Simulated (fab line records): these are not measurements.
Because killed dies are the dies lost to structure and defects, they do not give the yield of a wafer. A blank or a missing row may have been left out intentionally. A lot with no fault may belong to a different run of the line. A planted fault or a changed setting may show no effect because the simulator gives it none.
Which tool was responsible? / flow nand_harc / 11 lots with 33 wafers sampled at 5 steps, on a route of 1159 steps

WHAT THE GAUGES SHOWED, per wafer
NHARC_A_CONTACT_INSPECT_10.
lot=L608; measured=day 17 07:04; on=defect_inspect-02; raw_defect_count=10 13 24
lot=L619; measured=day 19 15:00; on=defect_inspect-01; raw_defect_count=20 14 12
lot=L617; measured=day 19 16:41; on=defect_inspect-01; raw_defect_count=43 37 38
lot=L618; measured=day 19 20:42; on=defect_inspect-01; raw_defect_count=53 53 47
lot=L622; measured=day 20 21:41; on=defect_inspect-02; raw_defect_count=36 31 45
lot=L620; measured=day 20 22:59; on=defect_inspect-01; raw_defect_count=45 32 41
lot=L621; measured=day 21 09:14; on=defect_inspect-02; raw_defect_count=33 35 31
lot=L626; measured=day 21 13:23; on=defect_inspect-02; raw_defect_count=11 9 16
lot=L628; measured=day 21 14:18; on=defect_inspect-02; raw_defect_count=49 75 62
lot=L627; measured=day 21 18:36; on=defect_inspect-02; raw_defect_count=37 40 26
lot=L629; measured=day 22 14:15; on=defect_inspect-02; raw_defect_count=42 41 50

NHARC_END_SORT_01.
lot=L617; measured=day 22 04:41; on=prober-01; killed_at_array=675 673 676; killed_at_other=1 2 1; killed_at_periphery=1 2 0; killed_dies=677 677 677; killed_open=4 3 1; killed_short=2 1 0
lot=L618; measured=day 22 13:14; on=prober-02; killed_at_array=674 672 672; killed_at_other=0 0 0; killed_at_periphery=3 5 5; killed_dies=677 677 677; killed_open=4 3 4; killed_short=3 1 4

TOOL THAT RAN EACH LOT (tool first, then ch and the chambers of the sampled wafers, then the start)
lot=L608; NHARC_A_CONTACT_ETCH_106=rie_diel-06 ch 0,2,3, day 17 03:32; NHARC_A_CONTACT_ETCH_30=rie_diel-06 ch 0,1,3, day 17 07:40; NHARC_A_CONTACT_ETCH_98=rie_diel-13 ch 1,2,3, no start
lot=L619; NHARC_A_CONTACT_ETCH_106=rie_diel-06 ch 1,2, day 19 12:14; NHARC_A_CONTACT_ETCH_30=rie_diel-13 ch 1,2, day 19 15:35; NHARC_A_CONTACT_ETCH_98=rie_diel-06 ch 0,1, no start
lot=L617; NHARC_A_CONTACT_ETCH_106=rie_diel-05 ch 0,1,2, day 19 13:11; NHARC_A_CONTACT_ETCH_30=rie_diel-06 ch 0,1,3, day 19 17:18; NHARC_A_CONTACT_ETCH_98=rie_diel-06 ch 1,2,3, day 22 04:41 or earlier
lot=L618; NHARC_A_CONTACT_ETCH_106=rie_diel-06 ch 1,2,3, day 19 15:54; NHARC_A_CONTACT_ETCH_30=rie_diel-06 ch 0,1,3, day 19 21:18; NHARC_A_CONTACT_ETCH_98=rie_diel-06 ch 0,1,3, day 22 13:14 or earlier
lot=L622; NHARC_A_CONTACT_ETCH_106=rie_diel-06 ch 0,3, day 20 16:20; NHARC_A_CONTACT_ETCH_30=rie_diel-06 ch 0,1,2, day 20 22:27; NHARC_A_CONTACT_ETCH_98=rie_diel-06 ch 1,2, day 21 00:25
lot=L620; NHARC_A_CONTACT_ETCH_106=rie_diel-06 ch 0,1,2, day 20 17:04; NHARC_A_CONTACT_ETCH_30=rie_diel-06 ch 0,1,2, day 20 23:41; NHARC_A_CONTACT_ETCH_98=rie_diel-06 ch 0,2, day 21 01:29
lot=L621; NHARC_A_CONTACT_ETCH_106=rie_diel-05 ch 0,1,3, day 21 03:13; NHARC_A_CONTACT_ETCH_30=rie_diel-06 ch 0,1,2, day 21 09:49; NHARC_A_CONTACT_ETCH_98=rie_diel-13 ch 0,3, no start
lot=L626; NHARC_A_CONTACT_ETCH_106=rie_diel-13 ch 1,2,3, day 21 08:04; NHARC_A_CONTACT_ETCH_30=rie_diel-13 ch 0,2,3, day 21 13:59; NHARC_A_CONTACT_ETCH_98=rie_diel-05 ch 0,2,3, no start
lot=L628; NHARC_A_CONTACT_ETCH_106=rie_diel-13 ch 2,3, day 21 10:14; NHARC_A_CONTACT_ETCH_30=rie_diel-06 ch 0,1,3, day 21 14:55; NHARC_A_CONTACT_ETCH_98=rie_diel-13 ch 2,3, no start
lot=L627; NHARC_A_CONTACT_ETCH_106=rie_diel-06 ch 1,3, day 21 15:50; NHARC_A_CONTACT_ETCH_30=rie_diel-06 ch 1,2,3, day 21 19:11; NHARC_A_CONTACT_ETCH_98=rie_diel-05 ch 1,2,3, no start
lot=L629; NHARC_A_CONTACT_ETCH_106=rie_diel-06 ch 0,2,3, day 22 10:49; NHARC_A_CONTACT_ETCH_30=rie_diel-06 ch 0,1, day 22 15:00; NHARC_A_CONTACT_ETCH_98=rie_diel-06 ch 0,3, no start
- NHARC_A_CONTACT_ETCH_106: etches the open film in CF4/O2, target depth 60 nm, overetch 6 nm, time 33 s.
- NHARC_A_CONTACT_ETCH_30: etches the open film in CF4/CHF3, target depth 60.5 nm, time 30.2 s.
- NHARC_A_CONTACT_ETCH_98: etches the open film in C4F6/O2, target depth 20 nm, time 10 s.

WHAT THE TOOLS THEMSELVES READ (means of the sampled wafers that have a number; where no wafer has one, the mark that the record gives instead)
NHARC_A_CONTACT_ETCH_106.
lot=L608; tool=rie_diel-06; bias_w (W)=100.0; cf4_flow_sccm (sccm)=79.90; drypump_motor_current_A (A)=5.6; oes_product_au (a.u.)=0.998; rf_vpp_V (V)=198.4; showerhead_plenum_p_Torr (Torr)=1.37; throttle_valve_pct (%)=13.393
lot=L619; tool=rie_diel-06; bias_w (W)=100.0; cf4_flow_sccm (sccm)=79.93; drypump_motor_current_A (A)=5.1; oes_product_au (a.u.)=1.007; rf_vpp_V (V)=197.7; showerhead_plenum_p_Torr (Torr)=1.35; throttle_valve_pct (%)=13.395
lot=L617; tool=rie_diel-05; bias_w (W)=99.7; cf4_flow_sccm (sccm)=80.23; drypump_motor_current_A (A)=5.9; oes_product_au (a.u.)=0.989; rf_vpp_V (V)=199.0; showerhead_plenum_p_Torr (Torr)=1.38; throttle_valve_pct (%)=13.391
lot=L618; tool=rie_diel-06; bias_w (W)=100.0; cf4_flow_sccm (sccm)=80.18; drypump_motor_current_A (A)=5.7; oes_product_au (a.u.)=1.007; rf_vpp_V (V)=198.6; showerhead_plenum_p_Torr (Torr)=1.34; throttle_valve_pct (%)=13.391
lot=L622; tool=rie_diel-06; bias_w (W)=100.2; cf4_flow_sccm (sccm)=79.99; drypump_motor_current_A (A)=6.2; oes_product_au (a.u.)=0.994; rf_vpp_V (V)=198.4; showerhead_plenum_p_Torr (Torr)=1.36; throttle_valve_pct (%)=13.393
lot=L620; tool=rie_diel-06; bias_w (W)=99.8; cf4_flow_sccm (sccm)=79.94; drypump_motor_current_A (A)=5.2; oes_product_au (a.u.)=1.010; rf_vpp_V (V)=196.8; showerhead_plenum_p_Torr (Torr)=1.31; throttle_valve_pct (%)=13.401
lot=L621; tool=rie_diel-05; bias_w (W)=100.1; cf4_flow_sccm (sccm)=79.70; drypump_motor_current_A (A)=6.1; oes_product_au (a.u.)=0.995; rf_vpp_V (V)=198.6; showerhead_plenum_p_Torr (Torr)=1.37; throttle_valve_pct (%)=13.387
lot=L626; tool=rie_diel-13; bias_w (W)=99.8; cf4_flow_sccm (sccm)=79.80; drypump_motor_current_A (A)=6.1; oes_product_au (a.u.)=0.999; rf_vpp_V (V)=198.2; showerhead_plenum_p_Torr (Torr)=1.33; throttle_valve_pct (%)=13.395
lot=L628; tool=rie_diel-13; bias_w (W)=99.8; cf4_flow_sccm (sccm)=79.90; drypump_motor_current_A (A)=6.0; oes_product_au (a.u.)=0.986; rf_vpp_V (V)=198.0; showerhead_plenum_p_Torr (Torr)=1.34; throttle_valve_pct (%)=13.398
lot=L627; tool=rie_diel-06; bias_w (W)=100.2; cf4_flow_sccm (sccm)=80.21; drypump_motor_current_A (A)=6.2; oes_product_au (a.u.)=1.002; rf_vpp_V (V)=198.3; showerhead_plenum_p_Torr (Torr)=1.34; throttle_valve_pct (%)=13.396
lot=L629; tool=rie_diel-06; bias_w (W)=99.9; cf4_flow_sccm (sccm)=80.02; drypump_motor_current_A (A)=5.6; oes_product_au (a.u.)=1.008; rf_vpp_V (V)=198.0; showerhead_plenum_p_Torr (Torr)=1.36; throttle_valve_pct (%)=13.394

NHARC_A_CONTACT_ETCH_30.
lot=L608; tool=rie_diel-06; bias_w (W)=200.4; cf4_flow_sccm (sccm)=100.21; drypump_motor_current_A (A)=5.8; oes_product_au (a.u.)=0.919; rf_vpp_V (V)=370.0; showerhead_plenum_p_Torr (Torr)=1.55; throttle_valve_pct (%)=16.794
lot=L619; tool=rie_diel-13; bias_w (W)=199.9; cf4_flow_sccm (sccm)=99.78; drypump_motor_current_A (A)=5.9; oes_product_au (a.u.)=0.918; rf_vpp_V (V)=369.7; showerhead_plenum_p_Torr (Torr)=1.55; throttle_valve_pct (%)=16.810
lot=L617; tool=rie_diel-06; bias_w (W)=-; cf4_flow_sccm (sccm)=-; drypump_motor_current_A (A)=-; oes_product_au (a.u.)=-; rf_vpp_V (V)=-; showerhead_plenum_p_Torr (Torr)=-; throttle_valve_pct (%)=-
lot=L618; tool=rie_diel-06; bias_w (W)=-; cf4_flow_sccm (sccm)=-; drypump_motor_current_A (A)=-; oes_product_au (a.u.)=-; rf_vpp_V (V)=-; showerhead_plenum_p_Torr (Torr)=-; throttle_valve_pct (%)=-
lot=L622; tool=rie_diel-06; bias_w (W)=199.8; cf4_flow_sccm (sccm)=99.83; drypump_motor_current_A (A)=5.2; oes_product_au (a.u.)=0.926; rf_vpp_V (V)=369.4; showerhead_plenum_p_Torr (Torr)=1.55; throttle_valve_pct (%)=16.799
lot=L620; tool=rie_diel-06; bias_w (W)=199.6; cf4_flow_sccm (sccm)=99.75; drypump_motor_current_A (A)=5.2; oes_product_au (a.u.)=0.925; rf_vpp_V (V)=370.4; showerhead_plenum_p_Torr (Torr)=1.55; throttle_valve_pct (%)=16.808
lot=L621; tool=rie_diel-06; bias_w (W)=199.9; cf4_flow_sccm (sccm)=100.12; drypump_motor_current_A (A)=5.2; oes_product_au (a.u.)=0.924; rf_vpp_V (V)=370.6; showerhead_plenum_p_Torr (Torr)=1.55; throttle_valve_pct (%)=16.800
lot=L626; tool=rie_diel-13; bias_w (W)=200.1; cf4_flow_sccm (sccm)=99.94; drypump_motor_current_A (A)=6.0; oes_product_au (a.u.)=0.920; rf_vpp_V (V)=372.5; showerhead_plenum_p_Torr (Torr)=1.62; throttle_valve_pct (%)=16.806
lot=L628; tool=rie_diel-06; bias_w (W)=200.1; cf4_flow_sccm (sccm)=100.13; drypump_motor_current_A (A)=5.8; oes_product_au (a.u.)=0.923; rf_vpp_V (V)=369.5; showerhead_plenum_p_Torr (Torr)=1.55; throttle_valve_pct (%)=16.802
lot=L627; tool=rie_diel-06; bias_w (W)=199.6; cf4_flow_sccm (sccm)=99.55; drypump_motor_current_A (A)=5.7; oes_product_au (a.u.)=0.932; rf_vpp_V (V)=370.0; showerhead_plenum_p_Torr (Torr)=1.58; throttle_valve_pct (%)=16.798
lot=L629; tool=rie_diel-06; bias_w (W)=200.4; cf4_flow_sccm (sccm)=99.96; drypump_motor_current_A (A)=5.4; oes_product_au (a.u.)=0.919; rf_vpp_V (V)=368.7; showerhead_plenum_p_Torr (Torr)=1.52; throttle_valve_pct (%)=16.800

NHARC_A_CONTACT_ETCH_98.
lot=L608; tool=rie_diel-13; bias_w (W)=500.9; c4f6_flow_sccm (sccm)=25.01; drypump_motor_current_A (A)=6.1; oes_product_au (a.u.)=0.994; rf_vpp_V (V)=547; showerhead_plenum_p_Torr (Torr)=3.93; throttle_valve_pct (%)=26.898
lot=L619; tool=rie_diel-06; bias_w (W)=501.9; c4f6_flow_sccm (sccm)=25.01; drypump_motor_current_A (A)=5.4; oes_product_au (a.u.)=0.962; rf_vpp_V (V)=542; showerhead_plenum_p_Torr (Torr)=3.73; throttle_valve_pct (%)=26.915
lot=L617; tool=rie_diel-06; bias_w (W)=500.4; c4f6_flow_sccm (sccm)=24.96; drypump_motor_current_A (A)=5.7; oes_product_au (a.u.)=0.948; rf_vpp_V (V)=548; showerhead_plenum_p_Torr (Torr)=3.95; throttle_valve_pct (%)=26.913
lot=L618; tool=rie_diel-06; bias_w (W)=499.9; c4f6_flow_sccm (sccm)=25.09; drypump_motor_current_A (A)=5.8; oes_product_au (a.u.)=0.958; rf_vpp_V (V)=546; showerhead_plenum_p_Torr (Torr)=3.87; throttle_valve_pct (%)=26.912
lot=L622; tool=rie_diel-06; bias_w (W)=499.0; c4f6_flow_sccm (sccm)=25.02; drypump_motor_current_A (A)=5.4; oes_product_au (a.u.)=0.963; rf_vpp_V (V)=544; showerhead_plenum_p_Torr (Torr)=3.80; throttle_valve_pct (%)=26.904
lot=L620; tool=rie_diel-06; bias_w (W)=500.3; c4f6_flow_sccm (sccm)=24.96; drypump_motor_current_A (A)=5.1; oes_product_au (a.u.)=0.952; rf_vpp_V (V)=549; showerhead_plenum_p_Torr (Torr)=4.01; throttle_valve_pct (%)=26.915
lot=L621; tool=rie_diel-13; bias_w (W)=501.4; c4f6_flow_sccm (sccm)=25.01; drypump_motor_current_A (A)=6.1; oes_product_au (a.u.)=0.928; rf_vpp_V (V)=550; showerhead_plenum_p_Torr (Torr)=4.12; throttle_valve_pct (%)=26.896
lot=L626; tool=rie_diel-05; bias_w (W)=500.2; c4f6_flow_sccm (sccm)=25.02; drypump_motor_current_A (A)=6.0; oes_product_au (a.u.)=0.961; rf_vpp_V (V)=548; showerhead_plenum_p_Torr (Torr)=3.97; throttle_valve_pct (%)=26.909
lot=L628; tool=rie_diel-13; bias_w (W)=499.9; c4f6_flow_sccm (sccm)=25.02; drypump_motor_current_A (A)=6.0; oes_product_au (a.u.)=0.941; rf_vpp_V (V)=547; showerhead_plenum_p_Torr (Torr)=3.95; throttle_valve_pct (%)=26.907
lot=L627; tool=rie_diel-05; bias_w (W)=500.1; c4f6_flow_sccm (sccm)=25.00; drypump_motor_current_A (A)=5.9; oes_product_au (a.u.)=0.938; rf_vpp_V (V)=548; showerhead_plenum_p_Torr (Torr)=3.96; throttle_valve_pct (%)=26.912
lot=L629; tool=rie_diel-06; bias_w (W)=499.6; c4f6_flow_sccm (sccm)=25.03; drypump_motor_current_A (A)=5.7; oes_product_au (a.u.)=0.983; rf_vpp_V (V)=547; showerhead_plenum_p_Torr (Torr)=3.93; throttle_valve_pct (%)=26.902

THE ANSWER, worked out from the rows above alone
Rule: usual is defined by the lots themselves. The widest of any qualifying gaps counts: lots, ordered by their means at a reading, are off when they make up no more than a third of the lots, leave a main group of 4 or more, and stand apart from it by 3 or more times the standard deviation of that group's means. Not used: any main group whose means are identical at the precision the tables above print for the reading. A lot without any number at a reading at which 4 lots or more have one is off too. The other lots that the step has rows for count as sound. First the gauges in route order, then the tools' own readings, where a lot's mean is used as printed above. The first step at which some lot is off is used, and at that step the reading that is off furthest; a lot without a number counts as furthest.
Off, at NHARC_A_CONTACT_ETCH_30 on bias_w: L617, L618. Without a number there: L617, L618. For the main group the mean is 200.0 W and the standard deviation 0.28.
A tool fits if, at that step or a process step before it, it ran every lot that is off, and no sound lot after the first of them. None of those tried fits.

WHAT THE SIMULATOR HAD INSERTED
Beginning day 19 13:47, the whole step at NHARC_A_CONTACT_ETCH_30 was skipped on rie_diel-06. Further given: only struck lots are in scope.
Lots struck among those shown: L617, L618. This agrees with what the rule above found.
